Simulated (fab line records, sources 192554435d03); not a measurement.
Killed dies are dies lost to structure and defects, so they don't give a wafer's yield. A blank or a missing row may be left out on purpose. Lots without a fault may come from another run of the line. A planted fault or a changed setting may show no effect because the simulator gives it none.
Chamber matching | flow n5_finfet | N5_BEOL_M11_ILD_DEP_00 on pecvd-03: 3 sister chambers
The step deposits SiCOH lowk from DEMS/porogen, target thk 308.51 nm, time 58 s. 20 wafers are shown with their chamber, then 10 later ones without.

WAFERS WITH THEIR CHAMBER
wafer  | chamber | throttle_valve_pct (%) | heater_power_w (W) | showerhead_plenum_p_Torr (Torr)
L075.2 | 1       | 13.4                   | 278                | 5.752
L075.4 | 0       | 14.8                   | 334                | 5.734
L075.6 | 2       | 13.6                   | 434                | 5.692
L077.1 | 0       | 15.0                   | 362                | 5.737
L077.2 | 1       | 13.5                   | 296                | 5.737
L077.5 | 0       | 14.8                   | 359                | 5.733
L076.1 | 1       | 13.3                   | 304                | 5.752
L076.2 | 2       | 13.7                   | 432                | 5.721
L076.4 | 2       | 13.6                   | 354                | 5.727
L078.2 | 2       | 13.9                   | 419                | 5.719
L078.4 | 2       | 13.6                   | 417                | 5.720
L078.6 | 0       | 14.9                   | 312                | 5.708
L079.3 | 2       | 13.4                   | 427                | 5.703
L079.4 | 2       | 13.7                   | 423                | 5.713
L079.6 | 0       | 14.6                   | 356                | 5.746
L081.2 | 2       | 13.8                   | 420                | 5.731
L081.3 | 0       | 14.7                   | 365                | 5.717
L081.4 | 0       | 14.9                   | 372                | 5.737
L093.1 | 2       | 13.7                   | 424                | 5.718
L093.3 | 1       | 13.5                   | 299                | 5.763

SIGNATURES (means of the wafers above)
reading                  | chamber 0 | chamber 1 | chamber 2 | scatter within a chamber
throttle_valve_pct       | 14.814    | 13.425    | 13.667    | 0.132
heater_power_w           | 351.43    | 294.25    | 416.67    | 21.3
showerhead_plenum_p_Torr | 5.73029   | 5.75100   | 5.71600   | 0.0122
Rule: a wafer's distance from a chamber is the root of the sum, over the readings, of the square of ((its reading less the chamber's mean) divided by the reading's scatter). The wafer belongs to the nearest chamber; if the next one is less than 2 further off, it can't be placed. The scatter: the root of (the sum of the squares of (reading less its chamber's mean) over the shown wafers, divided by (wafers less chambers)).

WAFERS WITHOUT THEIR CHAMBER
wafer  | throttle_valve_pct (%) | heater_power_w (W) | showerhead_plenum_p_Torr (Torr)
L093.4 | 13.5                   | 294                | 5.758
L091.2 | 14.9                   | 323                | 5.734
L091.5 | 13.8                   | 389                | 5.724
L091.6 | 13.8                   | 310                | 5.751
L092.1 | 13.7                   | 298                | 5.765
L092.2 | 14.0                   | 367                | 5.715
L092.4 | 13.6                   | 311                | 5.753
L095.3 | 14.8                   | 346                | 5.737
L095.4 | 13.8                   | 443                | 5.725
L095.6 | 13.6                   | 305                | 5.761

WHICH CHAMBER EACH WENT THROUGH
wafer  | from the rows above | in truth
L093.4 | 1                   | 1
L091.2 | 0                   | 0
L091.5 | 2                   | 2
L091.6 | 1                   | 1
L092.1 | 1                   | 1
L092.2 | 2                   | 2
L092.4 | 1                   | 1
L095.3 | 0                   | 0
L095.4 | 2                   | 2
L095.6 | 1                   | 1
Placed correctly: 10 of 10. Can't be placed from these rows: 0. Placed wrongly: 0.
